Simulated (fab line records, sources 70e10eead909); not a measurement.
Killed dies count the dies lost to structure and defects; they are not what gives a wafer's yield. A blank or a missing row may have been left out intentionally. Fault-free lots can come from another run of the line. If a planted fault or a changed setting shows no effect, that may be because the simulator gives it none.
fab line records	flow nandHarc
[record] lots = 6	wafers = 17	lastDay = 24
route steps=1159 shown P_GATE@127 END@1159
lots untouched by any fault: they come from a run of this same line in which no faults occurred
startH: start of the lot's first displayed wafer, in hours after the record's first day	waitH: how many hours have passed since the lot's step before this one	" same as the row above	L1.1+2: a single row standing in for several wafers	- either no value or no given start	* or withheld: withheld	< > ~ a bound
route shown NAME@n: NAME is a module with steps in the file, n the number in the route of the first one	usual: mean and standard deviation over wafers with no fault	same: alike in all rows	chamber/n: place in a boat	sites: readings site by site	_std_site: the standard deviation of these	_edge_site: mean of outer sites minus mean of inner sites	radiusMm: for every site, how far away it sits from the centre of the wafer	mask NAME#n: copy n	behind: the most recent tool/chamber to have shaped the wafer	hold: what put the lot on hold/how long, in hours/how the hold closed	device: names the non-switching transistor (n, p or np)	end of line: tests run on the same wafers once the route is complete	a step without rows: its recipe alone	killed: at the first sort, the dies lost to defects and structure; wafer yield is something else	map: the dies of a wafer, with x for killed, . for not killed, _ for no die there
set.NAME: the setting as run; set.NAME@STEP: as run at that earlier step	model.NAME: the simulator's own value behind a step, which no gauge read
a table for each step, a row for each wafer; lots at some steps of the route
services: from which hour (startH, from the record's first day; less than 0 if before it) a tool's chamber was out of use, for how many hours, and why
[[steps]]
[step NHARC_P_GATE_PRECLEAN_71]
[recipe] timeS = *	tempC = 50	bathAgeMin = 0	chemistry = SC1
[step NHARC_P_GATE_SRD_72]
[step NHARC_P_GATE_OXIDE_16]
[recipe] targetThkA = 30	tempC = 875	oxTimeS = 392	material = SiO2
[step NHARC_P_GATE_CVD_17]
[recipe] targetThkA = 1500	tempC = 620	timeS = 900	material = poly-Si
[step NHARC_P_GATE_HM_DEP_102]
[recipe] targetThkA = 1200	tempC = 400	material = aC
[usual] throttleValvePct = 35.000/0.0087
lot.wafer	tool	chamber	startH	waitH	throttleValvePct
L133.2	aclDep-02	0	80.44	0.8	35.010
L133.4	"	0	"	"	34.990
L133.5	"	0	"	"	35.005
L139.1	aclDep-03	0	125.49	3.0	34.989
L139.4	"	0	"	"	35.004
L139.6	"	0	"	"	34.984
L143.1	aclDep-02	0	148.12	0.4	34.996
L143.5	"	0	"	"	34.989
L142.2	aclDep-02	0	148.87	1.1	34.990
L142.4	"	0	"	"	35.015
L142.5	"	0	"	"	34.994
L147.1	aclDep-03	0	180.20	4.3	35.004
L147.3	"	0	"	"	35.011
L147.6	"	0	"	"	34.997
L153.3	aclDep-01	0	207.19	2.6	35.003
L153.5	"	0	"	"	35.005
L153.6	"	0	"	"	34.998
[step NHARC_P_GATE_DEP_103]
[recipe] targetThkA = 300	targetThkNm = 30	tempC = 400	flowSccm = 200	rfW = 350	material = SiON
[usual] heaterPowerW = 796/75	rfFwdPowerW = 348.7/1.2
lot.wafer	tool	chamber	startH	waitH	heaterPowerW	rfFwdPowerW
L133.2	pecvd-01	1	81.00	0.4	741	349.0
L133.5	"	1	"	"	734	348.4
L133.4	"	2	"	"	859	350.2
L139.1	pecvd-02	2	126.18	0.6	618	349.2
L139.6	"	2	"	"	616	348.7
L139.4	"	1	"	"	758	346.4
L143.1	pecvd-01	0	148.81	0.6	888	346.9
L143.5	"	2	"	"	901	349.2
L142.2	pecvd-03	2	149.45	0.5	863	347.6
L142.5	"	2	"	"	857	348.9
L142.4	"	0	"	"	885	349.5
L147.1	pecvd-02	1	180.87	0.6	779	350.5
L147.3	"	0	"	"	822	346.6
L147.6	"	0	"	"	812	346.7
L153.3	pecvd-01	2	207.69	0.4	912	347.5
L153.5	"	0	"	"	899	349.7
L153.6	"	2	"	"	909	349.4
[step NHARC_P_GATE_DEHYDRATE_18]
[recipe] tempC = 150	timeS = 120
[step NHARC_P_GATE_HMDS_19]
[recipe] timeS = 30
[step NHARC_P_GATE_COAT_20]
[recipe] spinRpm = 1500	resistThkNm = 90
[step NHARC_P_GATE_SOFTBAKE_21]
[recipe] tempC = 105	timeS = 55
[step NHARC_P_GATE_EBR_22]
[step NHARC_P_GATE_EXPOSE_23]
[recipe] na = 1.35	targetCdNm = 120	doseMj = 93.91	maskId = P_GATE
[step NHARC_P_GATE_PEB_24]
[recipe] pebTempC = 100	pebTimeS = 65
[usual] heaterPowerTotalW = 156.6/0.43	plateTempC = 100.00/0.12
lot.wafer	tool	chamber	startH	waitH	heaterPowerTotalW	plateTempC
L133.2	lithoTrack-06	0	81.48	0.1	156.4	100.08
L133.4	"	0	"	"	156.9	100.09
L133.5	"	0	"	"	156.9	99.95
L139.1	lithoTrack-04	0	126.78	0.1	156.2	99.92
L139.4	"	0	"	"	157.1	100.12
L139.6	"	0	"	"	157.1	99.95
L143.1	lithoTrack-04	0	149.26	0.1	155.3	99.38
L143.5	"	0	"	"	154.8	99.52
L142.2	lithoTrack-04	0	150.03	0.1	155.8	99.50
L142.4	"	0	"	"	154.9	99.49
L142.5	"	0	"	"	155.7	99.44
L147.1	lithoTrack-06	0	181.47	0.1	156.6	100.01
L147.3	"	0	"	"	156.9	100.10
L147.6	"	0	"	"	157.1	100.06
L153.3	lithoTrack-06	0	208.29	0.1	156.0	100.05
L153.5	"	0	"	"	156.8	100.07
L153.6	"	0	"	"	156.7	99.83
[step NHARC_P_GATE_DEVELOP_25]
[recipe] developTimeS = 35	devTempC = 23
[step NHARC_P_GATE_CD_MEAS_26]
[recipe] targetCdNm = 120	landingEnergyEv = 500
[usual] cdNm = 120.1/0.74
[same] landingEnergyEv = 500
lot.wafer	tool	chamber	startH	waitH	hold	cdNm
L133.2	cdSem-02	0	81.56	-	-	119.1
L133.4	"	0	"	"	-	119.1
L133.5	"	0	"	"	-	119.5
L139.1	cdSem-03	0	126.86	-	-	120.9
L139.4	"	0	"	"	-	120.0
L139.6	"	0	"	"	-	120.1
L143.1	cdSem-01	0	149.34	-	awaitDispo/0.2h/release	122.7
L143.5	"	0	"	"	awaitDispo/0.2h/release	123.1
L143.1	cdSem-01	0	-	-	-	122.9
L143.5	"	0	"	"	-	122.9
L142.2	cdSem-03	0	150.11	-	awaitDispo/0.2h/release	122.4
L142.4	"	0	"	"	awaitDispo/0.2h/release	122.8
L142.5	"	0	"	"	awaitDispo/0.2h/release	122.1
L142.2	cdSem-03	0	-	-	-	122.3
L142.4	"	0	"	"	-	122.5
L142.5	"	0	"	"	-	122.1
L147.1	cdSem-02	0	181.54	-	-	119.3
L147.3	"	0	"	"	-	119.8
L147.6	"	0	"	"	-	119.1
L153.3	cdSem-03	0	208.37	-	-	119.6
L153.5	"	0	"	"	-	120.0
L153.6	"	0	"	"	-	119.0
[step NHARC_P_GATE_OVL_MEAS_27]
[usual] overlayXNm = 0.0/0.85	overlayYNm = 0.1/0.95
lot.wafer	tool	chamber	startH	waitH	hold	overlayXNm	overlayYNm
L133.2	overlay-02	-	81.64	-	-	0.0	0.9
L133.4	"	-	"	"	-	0.2	0.4
L133.5	"	-	"	"	-	0.5	0.3
L139.1	overlay-01	-	126.95	-	-	0.0	0.0
L139.4	"	-	"	"	-	-0.2	-0.5
L139.6	"	-	"	"	-	0.0	0.1
L142.2	overlay-01	-	152.96	-	awaitDispo/2.6h/release	-0.9	-0.8
L142.4	"	-	"	"	awaitDispo/2.6h/release	-0.4	-0.5
L142.5	"	-	"	"	awaitDispo/2.6h/release	-0.4	-0.5
L143.1	overlay-02	-	155.67	-	awaitDispo/6.1h/release	-1.7	-1.5
L143.5	"	-	"	"	awaitDispo/6.1h/release	-1.1	-1.0
L147.1	overlay-02	-	181.63	-	-	1.3	-0.5
L147.3	"	-	"	"	-	0.9	-0.1
L147.6	"	-	"	"	-	1.6	-0.5
L153.3	overlay-02	-	208.46	-	-	0.3	0.0
L153.5	"	-	"	"	-	0.2	0.4
L153.6	"	-	"	"	-	0.5	0.0
[step NHARC_P_GATE_INSPECT_28]
[usual] rawDefectCount = 5.8/2.7
lot.wafer	tool	chamber	startH	waitH	rawDefectCount
L133.2	defectInspect-02	-	81.68	0.0	2
L133.4	"	-	"	"	6
L133.5	"	-	"	"	4
L139.1	defectInspect-01	-	126.99	0.0	8
L139.4	"	-	"	"	9
L139.6	"	-	"	"	10
L142.2	defectInspect-02	-	153.00	0.0	8
L142.4	"	-	"	"	14
L142.5	"	-	"	"	4
L143.1	defectInspect-02	-	155.71	0.0	5
L143.5	"	-	"	"	6
L147.1	defectInspect-01	-	181.67	0.0	6
L147.3	"	-	"	"	3
L147.6	"	-	"	"	5
L153.3	defectInspect-01	-	208.49	0.0	8
L153.5	"	-	"	"	5
L153.6	"	-	"	"	7
[step NHARC_P_GATE_DESCUM_31]
[recipe] timeS = 3	o2FlowSccm = 200	arFlowSccm = 0	biasPowerW = 0	chemistry = O2
[usual] chamberPressureMTorr = 60.00/0.047	drypumpMotorCurrentA = 5.8/0.42	mfcArSccm = 0.004/0.0061	oesProductAu = 0.999/0.012	rfVppV = 58.1/0.91	showerheadPlenumPTorr = 1.95/0.089	throttleValvePct = 11.311/0.0089
lot.wafer	tool	chamber	startH	waitH	chamberPressureMTorr	drypumpMotorCurrentA	mfcArSccm	oesProductAu	rfHoursCounterH	rfVppV	showerheadPlenumPTorr	throttleValvePct	model.P_GATE.cdNm
L133.4	rieDiel-07	3	81.74	0.1	59.92	6.0	0	1.000	5	58.6	1.94	11.314	118.7
L133.2	"	0	"	"	59.98	6.3	0	1.003	4	58.3	2.01	11.314	119.5
L133.5	"	0	"	"	60.04	6.3	0	0.998	-	58.2	2.01	11.298	119.4
L139.1	rieDiel-07	3	127.07	0.1	59.99	6.0	0	1.006	14	58.1	1.94	11.301	120.3
L139.4	"	0	"	"	60.04	6.3	0	0.995	13	57.9	2.01	11.294	120.3
L139.6	"	2	"	"	60.04	5.5	0.008	1.010	-	57.2	1.81	11.321	118.5
L142.2	rieDiel-09	3	153.07	0.1	59.99	5.1	0	1.016	16	59.8	2.03	11.322	122.4
L142.4	"	1	"	"	59.92	5.8	0.012	1.000	18	58.9	1.95	11.315	122.4
L142.5	"	3	"	"	59.99	5.1	0	1.018	-	56.9	2.03	11.308	122.2
L143.1	rieDiel-09	2	155.83	0.1	59.96	5.8	0	1.004	20	58.1	2.07	11.334	121.6
L143.5	"	1	"	"	59.99	5.7	0.012	0.992	-	57.0	1.95	11.319	122.8
L147.3	rieDiel-07	2	181.73	0.1	60.00	5.5	0.008	0.992	23	56.2	1.81	11.310	118.8
L147.1	"	1	"	"	60.01	6.2	0	0.992	22	57.1	1.88	11.306	119.8
L147.6	"	2	"	"	59.99	5.5	0.008	0.994	-	57.8	1.81	11.322	117.8
L153.3	rieDiel-09	0	208.57	0.1	59.95	5.9	0.008	1.003	42	57.7	1.97	11.312	119.8
L153.6	"	2	"	"	59.93	5.8	0	0.998	-	59.1	2.06	11.314	117.6
L153.5	"	3	"	"	59.99	5.1	0	1.025	-	58.7	2.02	11.313	119.9
[step NHARC_P_GATE_ETCH_104]
[recipe] targetDepthA = 600	timeS = withheld	cf4FlowSccm = 100	chf3FlowSccm = 30	arFlowSccm = 0	rfW = 500	biasW = 200	chemistry = CF4/CHF3
[usual] biasW = 199.9/0.63	cf4FlowSccm = 100.0/0.32	chamberPressureMTorr = 25.001/0.021	drypumpMotorCurrentA = 5.8/0.42	mfcArSccm = 0.004/0.0059	oesProductAu = 0.951/0.021	rfFwdPowerW = 493.4/2.3	rfVppV = 371.4/2.4	showerheadPlenumPTorr = 1.60/0.067	throttleValvePct = 16.803/0.0091
lot.wafer	tool	chamber	startH	waitH	biasW	cf4FlowSccm	chamberPressureMTorr	drypumpMotorCurrentA	mfcArSccm	oesProductAu	rfFwdPowerW	rfVppV	showerheadPlenumPTorr	throttleValvePct	model.P_GATE.cdNm
L133.4	rieDiel-07	0	81.83	0.1	199.9	100.0	25.009	6.3	0	0.959	492.0	371.5	1.65	16.807	118.7
L133.2	"	1	"	"	201.2	99.5	24.992	6.2	0	0.963	491.6	368.4	1.55	16.805	119.9
L133.5	"	3	"	"	200.7	100.0	24.991	6.0	0	0.962	495.7	371.9	1.60	16.792	119.3
L139.1	rieDiel-07	0	127.14	0.1	199.5	99.8	24.990	6.3	0	0.969	492.3	372.9	1.65	16.827	120.3
L139.4	"	1	"	"	199.8	99.7	24.999	6.2	0	0.956	489.0	368.5	1.55	16.804	120.8
L139.6	"	0	"	"	199.7	99.7	24.978	6.3	0	0.971	492.8	373.7	1.65	16.806	118.5
L142.2	rieDiel-09	2	153.15	0.1	199.6	98.9	25.009	5.8	0	0.927	490.3	374.2	1.69	16.802	122.9
L142.4	"	3	"	"	200.5	100.0	24.989	5.1	0	0.935	489.9	373.2	1.66	16.805	122.8
L142.5	"	0	"	"	199.3	100.6	25.021	5.9	0.008	0.927	497.5	372.8	1.62	16.788	122.3
L143.1	rieDiel-09	2	155.92	0.1	199.4	99.5	24.994	5.8	0	0.965	488.2	373.8	1.69	16.813	122
L143.5	"	1	"	"	198.9	100.2	25.049	5.8	0.012	0.959	497.6	372.3	1.60	16.793	123.2
L147.3	rieDiel-07	2	181.82	0.1	201.0	99.9	25.017	5.5	0.008	0.933	493.1	369.0	1.49	16.801	120.1
L147.1	"	3	"	"	199.9	99.6	24.979	6.0	0	0.949	493.3	371.8	1.59	16.790	119.8
L147.6	"	2	"	"	200.8	100.4	25.017	5.5	0.008	0.926	490.4	368.3	1.49	16.796	118.9
L153.3	rieDiel-09	3	209.20	0.6	199.4	100.3	24.992	5.1	0	0.938	490.2	375.2	1.66	16.805	120.5
L153.5	"	2	"	"	199.6	100.3	25.033	5.7	0	0.920	491.5	374.5	1.69	16.804	120.7
L153.6	"	3	"	"	199.4	100.2	25.010	5.1	0	0.939	490.3	373.6	1.66	16.802	118.4
[step NHARC_P_GATE_HM_OPEN_105]
[recipe] targetDepthA = 3600	o2FlowSccm = 400	cosFlowSccm = 20	arFlowSccm = 0	rfW = 500	biasW = 300	chemistry = O2/COS
[usual] biasW = 300.0/1	chamberPressureMTorr = 19.997/0.018	cosFlowSccm = 19.99/0.067	drypumpMotorCurrentA = 5.8/0.43	mfcArSccm = 0.004/0.0061	oesProductAu = 0.997/0.011	rfFwdPowerW = 498.2/1.4	rfVppV = 468/3	showerheadPlenumPTorr = 3.18/0.14	throttleValvePct = 28.331/0.0086
lot.wafer	tool	chamber	startH	waitH	biasW	chamberPressureMTorr	cosFlowSccm	drypumpMotorCurrentA	mfcArSccm	oesProductAu	rfFwdPowerW	rfHoursCounterH	rfVppV	showerheadPlenumPTorr	throttleValvePct
L133.4	rieDiel-07	0	-	-	299.0	20.005	20.06	6.4	0	0.996	498.8	4	470	3.27	28.328
L133.2	"	2	"	"	299.7	19.996	20.06	5.5	0.008	1.012	497.6	5	464	2.97	28.327
L133.5	"	1	"	"	301.1	19.996	19.99	6.2	0	0.987	498.1	-	467	3.08	28.328
L139.1	rieDiel-07	2	-	-	299.5	19.995	19.98	5.5	0.008	0.997	498.8	13	465	2.97	28.336
L139.4	"	1	"	"	298.8	20.002	20.15	6.2	0	0.994	498.6	13	465	3.08	28.328
L139.6	"	2	"	"	299.5	19.973	19.93	5.5	0.008	1.010	497.7	-	464	2.97	28.323
L142.2	rieDiel-09	0	-	-	299.2	19.999	19.94	5.9	0.008	1.011	498.6	19	472	3.22	28.333
L142.4	"	1	"	"	300.3	19.988	19.97	5.8	0.012	0.988	496.9	18	469	3.17	28.323
L142.5	"	0	"	"	298.5	19.997	20.05	5.9	0.008	0.995	495.7	-	470	3.22	28.327
L143.1	rieDiel-09	1	-	-	299.8	19.985	20.06	5.8	0.012	0.983	499.9	18	468	3.17	28.306
L143.5	"	2	"	"	300.3	20.007	20.02	5.8	0	0.997	496.0	-	471	3.36	28.342
L147.3	rieDiel-07	3	-	-	299.8	19.972	20.01	6.0	0	1.012	497.2	24	469	3.16	28.338
L147.1	"	0	"	"	299.9	20.002	19.94	6.3	0	0.985	497.4	23	470	3.26	28.348
L147.6	"	2	"	"	300.4	19.970	20.05	5.5	0.008	1.019	498.2	-	462	2.96	28.340
L153.3	rieDiel-09	2	-	-	300.8	19.986	19.99	5.8	0	0.992	497.2	43	473	3.35	28.334
L153.6	"	0	"	"	299.7	19.966	19.93	6.0	0.008	0.996	496.0	-	470	3.21	28.332
L153.5	"	1	"	"	300.2	20.017	19.92	5.8	0.012	0.976	499.4	-	467	3.16	28.326
[step NHARC_END_SORT_01]
[recipe] tempC = 25
[usual] killedAtArray = 30/10	killedAtOther = 0.5/0.82	killedAtPeriphery = 2.9/2	killedDies = 34/11	killedOpen = 3.2/1.8	killedShort = 2.0/1.4
[same] grossDies = 677
lot.wafer	tool	chamber	startH	waitH	killedAtArray	killedAtOther	killedAtPeriphery	killedDies	killedOpen	killedShort
L142.2	prober-02	0	516.81	2.8	36	0	4	40	2	2
L142.4	prober-02	0	518.39	3.4	30	0	4	34	2	1
L142.5	prober-02	0	519.18	3.7	37	0	2	39	4	3
// killed by level:class
L142.2 A_CHANNEL_HOLE_D1:chamberFilmFlake=14 A_SLIT:chamberFilmFlake=13 A_STAIRCASE:chamberFilmFlake=4 P_STI:chamberFilmFlake=2 P_CONTACT:geometricParticle:short=1 A_CHANNEL_HOLE_D1:geometricParticle:open=1 A_WL_FILL:geometricParticle:short=1 A_CONTACT:geometricParticle:open=1
L142.4 A_SLIT:chamberFilmFlake=14 A_CHANNEL_HOLE_D1:chamberFilmFlake=10 P_STI:chamberFilmFlake=3 A_STAIRCASE:chamberFilmFlake=2 A_CONTACT:chamberFilmFlake=2 P_GATE:geometricParticle:open=1 A_CHANNEL_FILL_D1:geometricParticle:short=1 A_CONTACT:geometricParticle:open=1
L142.5 A_CHANNEL_HOLE_D1:chamberFilmFlake=11 A_SLIT:chamberFilmFlake=11 A_STAIRCASE:chamberFilmFlake=7 A_ONON_D1:geometricParticle:short=2 A_CONTACT:chamberFilmFlake=2 P_CONTACT:geometricParticle:open=1 P_M1:geometricParticle:short=1 A_ONON_D1:geometricParticle:open=1
[[services]]
tool	chamber	startH	hours	kind
rieDiel-07	0	60.20	-	clean
rieDiel-07	1	60.20	-	clean
rieDiel-07	2	60.20	-	clean
rieDiel-07	3	60.20	-	clean
pecvd-03	1	67.29	15.2	repair
rieDiel-09	-	77.35	9.0	pm
rieDiel-07	0	84.70	-	clean
rieDiel-07	1	84.70	-	clean
rieDiel-07	2	84.70	-	clean
rieDiel-07	3	84.70	-	clean
pecvd-02	1	88.86	2.1	repair
pecvd-03	-	97.92	1.0	repair
pecvd-03	-	111.08	13.0	pm
aclDep-01	-	112.38	13.0	pm
lithoTrack-06	-	117.00	7.0	pm
rieDiel-09	1	129.76	1.8	repair
rieDiel-09	3	138.71	9.6	repair
pecvd-01	-	139.58	1.0	repair
lithoTrack-04	-	141.00	7.0	pm
pecvd-02	-	145.40	0.4	repair
pecvd-02	-	153.00	13.0	pm
pecvd-03	0	159.91	1.9	repair
aclDep-02	-	170.72	13.0	pm
pecvd-02	-	190.39	1.8	repair
[[key]]
[firstSign] step = NHARC_P_GATE_PEB_24	reading = plateTempC	direction = down	sigmas = 4.5	usual = *	struck = *
[effect] step = NHARC_P_GATE_PEB_24	reading = heaterPowerTotalW	direction = down	sigmas = 3.1	usual = *	struck = *
[effect] step = NHARC_P_GATE_CD_MEAS_26	reading = visit	direction = added
[modelEffect] step = NHARC_P_GATE_DESCUM_31	value = P_GATE.cdNm	without = 120.1	struck = 122.3
[modelEffect] step = NHARC_P_GATE_ETCH_104	value = P_GATE.cdNm	without = 120.4	struck = 122.6
metAt NHARC_P_GATE_PEB_24
struckWafers L142.2,L142.4,L142.5,L143.1,L143.5
testerLeftOut L142,L143
onsetBetween 126.78 149.26
[fault] kind = processParameterDrift	tool = lithoTrack-04	chamber = -	onsetH = 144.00	steps = NHARC_P_GATE_PEB_24	channel = pebTempC	offset = *	shape = step	endH = 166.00	actsIn = *	stated = *
// testerLeftOut: of these lots the tester's yield and bins aren't shown, on N5 and GAA mostly nor the transistor test; their killed dies are dies lost to structure and defects alone, not to doping, threshold or leakage, so they don't give the yield
